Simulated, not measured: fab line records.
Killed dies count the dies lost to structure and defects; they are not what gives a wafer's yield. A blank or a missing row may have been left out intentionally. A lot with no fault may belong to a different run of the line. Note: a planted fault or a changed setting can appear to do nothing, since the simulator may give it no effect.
Chamber matching + flow nand harc + NHARC_A_WL_FILL_ALD_02 on ald metal-01 has 3 sister chambers
The step deposits TiN, target thk 2 nm, pulse time 3 s, ald cycles 100. 6 wafers are shown with their chamber, then 7 later ones without.

== WAFERS WITH THEIR CHAMBER ==
| wafer  | chamber | heater power w (W) | precursor pulse height rel |
|--------|---------|--------------------|----------------------------|
| L083.1 | 2       | 1131               | 1.011                      |
| L083.2 | 0       | 1081               | 1.009                      |
| L085.2 | 0       | 1092               | 1.031                      |
| L085.6 | 3       | 944                | 0.997                      |
| L089.1 | 3       | 941                | 0.975                      |
| L089.3 | 2       | 1149               | 1.026                      |

== WAFERS WITHOUT THEIR CHAMBER ==
| wafer  | heater power w (W) | precursor pulse height rel |
|--------|--------------------|----------------------------|
| L089.4 | 962                | 1.013                      |
| L090.3 | 921                | 1.023                      |
| L090.5 | 1113               | 0.998                      |
| L090.6 | 951                | 0.991                      |
| L096.1 | 963                | 0.985                      |
| L096.2 | 1214               | 0.988                      |
| L096.4 | 1008               | 1.012                      |

== EACH ONE'S CHAMBER ==
| wafer  | from the rows above     | in truth |
|--------|-------------------------|----------|
| L089.4 | 3                       | 3        |
| L090.3 | 3                       | 3        |
| L090.5 | can't be placed: 0 or 2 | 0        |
| L090.6 | 3                       | 3        |
| L096.1 | 3                       | 3        |
| L096.2 | 2                       | 2        |
| L096.4 | can't be placed: 3 or 0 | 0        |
Correct placement for 5 of the 7. These rows do not allow placing 2 (true chamber among the candidates in 2). Number placed wrongly: 0.
How it was worked out, from the rows above alone: a wafer's distance from a chamber is the root of the sum, over the readings, of the square of ((its reading less the chamber's mean) divided by the reading's scatter). If the next closest chamber is less than 2 further off than the closest, the wafer can't be placed; otherwise it belongs to the closest. For every chamber, the mean is computed from those of its wafers that are shown. How the scatter is found: for the shown wafers, subtract from each reading the mean of its chamber, square and add these, divide the total by (wafers less chambers), then take the root.
